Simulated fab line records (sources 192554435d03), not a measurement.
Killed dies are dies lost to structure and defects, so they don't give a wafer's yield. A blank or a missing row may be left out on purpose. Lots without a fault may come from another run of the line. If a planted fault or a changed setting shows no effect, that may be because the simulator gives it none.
One fault seen from 3 desks / flow n5Finfet / only its own numbers are on each desk; what lay behind them is given at the end

THE DEFECT DESK
Inspection counts along the route, by lot: the mean over sampled wafers that carry a number. The brackets show how far a lot's mean lies from the usual mean; more than 4 standard deviations puts the lot out of limits, marked OUT.
Columns: A = rawDefectCount at N5_BEOL_M4_INSPECT_30, usual 363
lot=L266; first seen here=day 7 13:55; A=332
lot=L275; first seen here=day 9 17:32; A=440
lot=L277; first seen here=day 10 15:41; A=393
lot=L278; first seen here=day 10 17:59; A=461
lot=L281; first seen here=day 11 23:41; A=295
lot=L288; first seen here=day 13 03:13; A=375
Result from this desk: across the 6 lots, nothing is out of limits.

FROM THE METROLOGY DESK
What the gauges read, lot by lot, whatever tool the lot ran on: means of the sampled wafers that have a number. The brackets show how far a lot's mean lies from the usual mean; more than 4 standard deviations puts the lot out of limits, marked OUT. It has 12 readings; the 7 that lie furthest out on some lot are the ones shown.
Columns: A = cdNm at N5_BEOL_M4_CD_MEAS_28, usual 26.16 nm; B = V3_OVL at N5_BEOL_M4_OVL_MEAS_29, usual 0.1 nm; C = DIBL_N at N5_BEOL_M4_RC_MEAS_101, usual 36.4 mV/V; D = IOFF_P at N5_BEOL_M4_RC_MEAS_101, usual 0.211 nA/um; E = ION_N at N5_BEOL_M4_RC_MEAS_101, usual 676 uA/um; F = ION_P at N5_BEOL_M4_RC_MEAS_101, usual 463 uA/um; G = VT_N at N5_BEOL_M4_RC_MEAS_101, usual 249.3 mV
lot=L266; first seen here=day 7 13:49; A=26.24; B=-1.1; C=38.4; D=0.229; E=677; F=464; G=247.6
lot=L275; first seen here=day 9 17:27; A=25.95; B=0.7; C=34.9; D=0.173; E=660; F=453; G=253.3
lot=L277; first seen here=day 10 15:36; A=26.19; B=-0.4; C=36.2; D=0.179; E=672; F=454; G=251.1
lot=L278; first seen here=day 10 17:55; A=26.06; B=-0.1; C=37.2; D=0.212; E=676; F=463; G=249.8
lot=L281; first seen here=day 11 23:35; A=26.52; B=0.3; C=38.7; D=0.248; E=681; F=469; G=246.3
lot=L288; first seen here=day 13 03:08; A=26.07; B=1.2; C=35.7; D=0.201; E=675; F=466; G=251.1
Result from this desk: across the 6 lots, nothing is out of limits.

FOR THE TOOL OWNER'S DESK: rieDiel-06
The tool's own readings at N5_BEOL_M4_DESCUM_33 (chemistry O2, time 7 s): means of the sampled wafers that have a number, for each lot that ran on this tool. The brackets show how far a lot's mean lies from the usual mean; more than 4 standard deviations puts the lot out of limits, marked OUT.
Columns: A = biasPowerW at N5_BEOL_M4_DESCUM_33, usual 19.99 W; B = chamberPressureMTorr at N5_BEOL_M4_DESCUM_33, usual 20.000 mTorr; C = drypumpMotorCurrentA at N5_BEOL_M4_DESCUM_33, usual 5.6 A; D = oesProductAu at N5_BEOL_M4_DESCUM_33, usual 0.82 a.u.; E = rfVppV at N5_BEOL_M4_DESCUM_33, usual 243.3 V; F = showerheadPlenumPTorr at N5_BEOL_M4_DESCUM_33, usual 2.11 Torr; G = throttleValvePct at N5_BEOL_M4_DESCUM_33, usual 20.35 %
lot=L266; first seen here=day 7 14:11; A=20.02; B=20.007; C=5.3; D=0.76; E=242.8; F=2.06; G=20.50
lot=L277; first seen here=day 10 15:44; A=20.01; B=20.023; C=5.5; D=0.80; E=242.7; F=2.08; G=20.49
lot=L278; first seen here=day 10 19:55; A=20.06; B=20.000; C=5.5; D=0.79; E=242.4; F=2.08; G=20.48
Result from this desk: across the 3 lots, nothing is out of limits.

ALL TOGETHER
No out-of-limits result turned up at the defect desk.
At the metrology desk, nothing out of limits was observed.
Nothing out of limits was seen by the tool owner's desk.

WHAT HAD BEEN PUT IN BY THE SIMULATOR
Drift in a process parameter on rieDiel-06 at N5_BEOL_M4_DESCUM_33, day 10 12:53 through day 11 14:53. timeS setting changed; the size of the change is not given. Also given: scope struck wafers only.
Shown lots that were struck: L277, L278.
